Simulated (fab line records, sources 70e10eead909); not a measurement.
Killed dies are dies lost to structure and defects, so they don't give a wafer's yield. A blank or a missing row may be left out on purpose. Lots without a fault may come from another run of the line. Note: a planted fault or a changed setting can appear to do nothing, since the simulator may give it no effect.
Chamber matching | flow nandHarc | NHARC_A_STAIRCASE_ALD_420 on aldHk-04 has 4 sister chambers
The step deposits SiO2, target thk 20 nm, pulse time 6 s, ald cycles 200. 20 wafers are shown with their chamber, then 10 later ones without.

== WAFERS, EACH WITH ITS CHAMBER ==
wafer  | chamber | heaterPowerW (W) | precursorPulseHeightRel
L075.1 | 3       | 441              | 0.982
L075.3 | 1       | 472              | 1.005
L075.5 | 1       | 468              | 0.948
L074.4 | 1       | 464              | 1.007
L074.1 | 2       | 569              | 1.037
L074.2 | 0       | 493              | 0.984
L074.3 | 3       | 436              | 1.004
L074.5 | 1       | 467              | 0.999
L074.6 | 2       | 569              | 0.990
L080.1 | 3       | 442              | 1.003
L080.2 | 1       | 479              | 0.999
L080.6 | 3       | 430              | 0.993
L085.1 | 3       | 427              | 1.017
L085.4 | 0       | 477              | 0.978
L085.5 | 1       | 478              | 1.009
L087.1 | 0       | 468              | 0.986
L087.2 | 3       | 436              | 0.976
L087.4 | 2       | 547              | 1.005
L088.2 | 1       | 468              | 0.985
L088.4 | 0       | 478              | 1.002

SIGNATURES (means of the wafers above)
reading                 | chamber 0 | chamber 1 | chamber 2 | chamber 3 | scatter within a chamber
heaterPowerW            | 479.00    | 470.86    | 561.67    | 435.33    | 7.97
precursorPulseHeightRel | 0.98750   | 0.99314   | 1.01067   | 0.99583   | 0.0183
Rule: for each reading, subtract the chamber's mean from the wafer's reading, divide by that reading's scatter and square the result; add these up over the readings and take the root, which gives the wafer's distance from the chamber. If the next closest chamber is less than 2 further off than the closest, the wafer can't be placed; otherwise it belongs to the closest. The scatter is the square root of a quotient: the sum, over the shown wafers, of each reading's squared deviation from its chamber's mean, divided by wafers minus chambers.

== WAFERS WITHOUT THEIR CHAMBER ==
wafer  | heaterPowerW (W) | precursorPulseHeightRel
L088.5 | 555              | 1.000
L088.1 | 435              | 1.017
L088.3 | 550              | 1.034
L088.6 | 490              | 1.044
L091.2 | 476              | 1.000
L091.3 | 467              | 1.038
L091.4 | 546              | 1.036
L094.1 | 457              | 1.003
L094.3 | 475              | 1.041
L094.6 | 462              | 1.005

== EACH ONE'S CHAMBER ==
wafer  | from the rows above          | in truth
L088.5 | 2                            | 2
L088.1 | 3                            | 3
L088.3 | 2                            | 2
L088.6 | can't be placed: 0 or 1      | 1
L091.2 | can't be placed: 1 or 0      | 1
L091.3 | can't be placed: 1 or 0      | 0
L091.4 | 2                            | 2
L094.1 | can't be placed: 1 or 3 or 0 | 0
L094.3 | can't be placed: 1 or 0      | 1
L094.6 | can't be placed: 1 or 0      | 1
Placed correctly: 4 of 10. Cannot be placed on the basis of these rows: 6; the candidates contain the true chamber in 6. Placed wrongly: 0.
